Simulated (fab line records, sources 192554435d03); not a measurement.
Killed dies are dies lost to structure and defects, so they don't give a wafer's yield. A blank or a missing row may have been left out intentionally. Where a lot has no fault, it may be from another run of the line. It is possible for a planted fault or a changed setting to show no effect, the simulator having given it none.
Matching of chambers || flow n5_finfet || 4 sister chambers for N5_BEOL_M5_ETCH_62 on rie_diel-05
The step etches SOC in N2/H2, target depth 75 nm, overetch 15 nm, time 112.5 s. 14 wafers are shown with their chamber, then 7 later ones without.

WAFERS, EACH WITH ITS CHAMBER
{"wafer": "L078.1", "chamber": 2, "drypump_motor_current_A (A)": 6.2, "showerhead_plenum_p_Torr (Torr)": 2.60, "throttle_valve_pct (%)": 17.58}
{"wafer": "L078.3", "chamber": 0, "drypump_motor_current_A (A)": 5.2, "showerhead_plenum_p_Torr (Torr)": 2.45, "throttle_valve_pct (%)": 17.25}
{"wafer": "L078.5", "chamber": 1, "drypump_motor_current_A (A)": 5.6, "showerhead_plenum_p_Torr (Torr)": 2.62, "throttle_valve_pct (%)": 17.77}
{"wafer": "L076.1", "chamber": 2, "drypump_motor_current_A (A)": 6.2, "showerhead_plenum_p_Torr (Torr)": 2.60, "throttle_valve_pct (%)": 17.56}
{"wafer": "L076.3", "chamber": 1, "drypump_motor_current_A (A)": 5.6, "showerhead_plenum_p_Torr (Torr)": 2.62, "throttle_valve_pct (%)": 17.79}
{"wafer": "L076.6", "chamber": 2, "drypump_motor_current_A (A)": 6.2, "showerhead_plenum_p_Torr (Torr)": 2.60, "throttle_valve_pct (%)": 17.57}
{"wafer": "L080.2", "chamber": 0, "drypump_motor_current_A (A)": 5.2, "showerhead_plenum_p_Torr (Torr)": 2.45, "throttle_valve_pct (%)": 17.28}
{"wafer": "L080.5", "chamber": 2, "drypump_motor_current_A (A)": 6.2, "showerhead_plenum_p_Torr (Torr)": 2.60, "throttle_valve_pct (%)": 17.58}
{"wafer": "L080.6", "chamber": 3, "drypump_motor_current_A (A)": 5.1, "showerhead_plenum_p_Torr (Torr)": 2.49, "throttle_valve_pct (%)": 18.09}
{"wafer": "L083.1", "chamber": 0, "drypump_motor_current_A (A)": 5.3, "showerhead_plenum_p_Torr (Torr)": 2.44, "throttle_valve_pct (%)": 17.25}
{"wafer": "L083.4", "chamber": 2, "drypump_motor_current_A (A)": 6.2, "showerhead_plenum_p_Torr (Torr)": 2.60, "throttle_valve_pct (%)": 17.60}
{"wafer": "L083.5", "chamber": 3, "drypump_motor_current_A (A)": 5.1, "showerhead_plenum_p_Torr (Torr)": 2.49, "throttle_valve_pct (%)": 17.71}
{"wafer": "L084.1", "chamber": 3, "drypump_motor_current_A (A)": 5.1, "showerhead_plenum_p_Torr (Torr)": 2.48, "throttle_valve_pct (%)": 17.73}
{"wafer": "L084.5", "chamber": 0, "drypump_motor_current_A (A)": 5.3, "showerhead_plenum_p_Torr (Torr)": 2.44, "throttle_valve_pct (%)": 17.27}

SIGNATURES (averages over the wafers above)
{"reading": "drypump_motor_current_A", "chamber 0": 5.250, "chamber 1": 5.600, "chamber 2": 6.200, "chamber 3": 5.100, "scatter within a chamber": 0.0316}
{"reading": "showerhead_plenum_p_Torr", "chamber 0": 2.4450, "chamber 1": 2.6200, "chamber 2": 2.6000, "chamber 3": 2.4867, "scatter within a chamber": 0.00408}
{"reading": "throttle_valve_pct", "chamber 0": 17.2625, "chamber 1": 17.7800, "chamber 2": 17.5780, "chamber 3": 17.8433, "scatter within a chamber": 0.0966}
Rule: for a wafer and a chamber, the distance is found by dividing, reading by reading, the gap between the wafer's reading and the chamber's mean by the reading's scatter, squaring, summing and taking the root. The wafer belongs to the nearest chamber; if the next one is less than 2 further off, it can't be placed. The scatter: take each reading less its chamber's mean, square it, sum over the shown wafers, divide by the number of wafers less the number of chambers, and take the root.

WAFERS WITH NO CHAMBER GIVEN
{"wafer": "L084.6", "drypump_motor_current_A (A)": 5.6, "showerhead_plenum_p_Torr (Torr)": 2.62, "throttle_valve_pct (%)": 17.80}
{"wafer": "L093.2", "drypump_motor_current_A (A)": 5.3, "showerhead_plenum_p_Torr (Torr)": 2.44, "throttle_valve_pct (%)": 17.30}
{"wafer": "L093.3", "drypump_motor_current_A (A)": 5.1, "showerhead_plenum_p_Torr (Torr)": 2.48, "throttle_valve_pct (%)": 17.75}
{"wafer": "L093.5", "drypump_motor_current_A (A)": 5.1, "showerhead_plenum_p_Torr (Torr)": 2.48, "throttle_valve_pct (%)": 17.76}
{"wafer": "L090.4", "drypump_motor_current_A (A)": 5.6, "showerhead_plenum_p_Torr (Torr)": 2.61, "throttle_valve_pct (%)": 17.82}
{"wafer": "L090.5", "drypump_motor_current_A (A)": 6.2, "showerhead_plenum_p_Torr (Torr)": 2.59, "throttle_valve_pct (%)": 17.62}
{"wafer": "L090.6", "drypump_motor_current_A (A)": 5.6, "showerhead_plenum_p_Torr (Torr)": 2.61, "throttle_valve_pct (%)": 17.81}

THE CHAMBER EACH PASSED THROUGH
{"wafer": "L084.6", "from the rows above": 1, "in truth": 1}
{"wafer": "L093.2", "from the rows above": 0, "in truth": 0}
{"wafer": "L093.3", "from the rows above": 3, "in truth": 3}
{"wafer": "L093.5", "from the rows above": 3, "in truth": 3}
{"wafer": "L090.4", "from the rows above": 1, "in truth": 1}
{"wafer": "L090.5", "from the rows above": 2, "in truth": 2}
{"wafer": "L090.6", "from the rows above": 1, "in truth": 1}
Correctly placed: 7 of 7. Number that these rows cannot place: 0. Placed wrongly: 0.
